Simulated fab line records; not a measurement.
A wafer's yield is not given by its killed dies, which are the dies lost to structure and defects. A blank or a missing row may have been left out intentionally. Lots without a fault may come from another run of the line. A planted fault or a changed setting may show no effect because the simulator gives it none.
Chamber matching :: flow n5-finfet :: N5_BEOL_M8_CMP_52 on cmp-01 has 4 sister chambers
The step polishes, stops on SiCOH lowk, t overpolish 6.9 s, target thk 80 nm. 4 wafers are shown with their chamber, then 8 later ones without.

== WAFERS WITH THEIR CHAMBER ==
wafer: L090.2
chamber: 1
motor-current-A (A): 5.8

wafer: L089.3
chamber: 0
motor-current-A (A): 5.1

wafer: L089.5
chamber: 3
motor-current-A (A): 6.6

wafer: L092.2
chamber: 2
motor-current-A (A): 5.6

== WAFERS WITH NO CHAMBER GIVEN ==
wafer: L092.5
motor-current-A (A): 6.4

wafer: L092.6
motor-current-A (A): 5.7

wafer: L096.1
motor-current-A (A): 5.1

wafer: L096.2
motor-current-A (A): 6.0

wafer: L096.4
motor-current-A (A): 5.7

wafer: L095.2
motor-current-A (A): 4.8

wafer: L095.4
motor-current-A (A): 6.3

wafer: L095.5
motor-current-A (A): 6.0

== CHAMBER TAKEN BY EACH ==
wafer: L092.5
from the rows above: 3
in truth: 3

wafer: L092.6
from the rows above: can't be placed: 1 or 2
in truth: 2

wafer: L096.1
from the rows above: 0
in truth: 0

wafer: L096.2
from the rows above: can't be placed: 1 or 2 or 3
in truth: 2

wafer: L096.4
from the rows above: can't be placed: 1 or 2
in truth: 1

wafer: L095.2
from the rows above: 0
in truth: 0

wafer: L095.4
from the rows above: can't be placed: 3 or 1
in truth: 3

wafer: L095.5
from the rows above: can't be placed: 1 or 2 or 3
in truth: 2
3 of 8 placed correctly. Can't be placed from these rows: 5 (the true chamber is among the candidates in 5). Number placed wrongly: 0.
How it was worked out, from the rows above alone: a wafer's distance from a chamber is the root of the sum, over the readings, of the square of ((its reading less the chamber's mean) divided by the reading's scatter). The wafer belongs to the nearest chamber; if the next one is less than 2 further off, it can't be placed. Each chamber's mean is taken over the wafers shown for it. The scatter: root of mean squared gap, hidden wafer to nearest shown wafer, with one shown wafer a chamber.
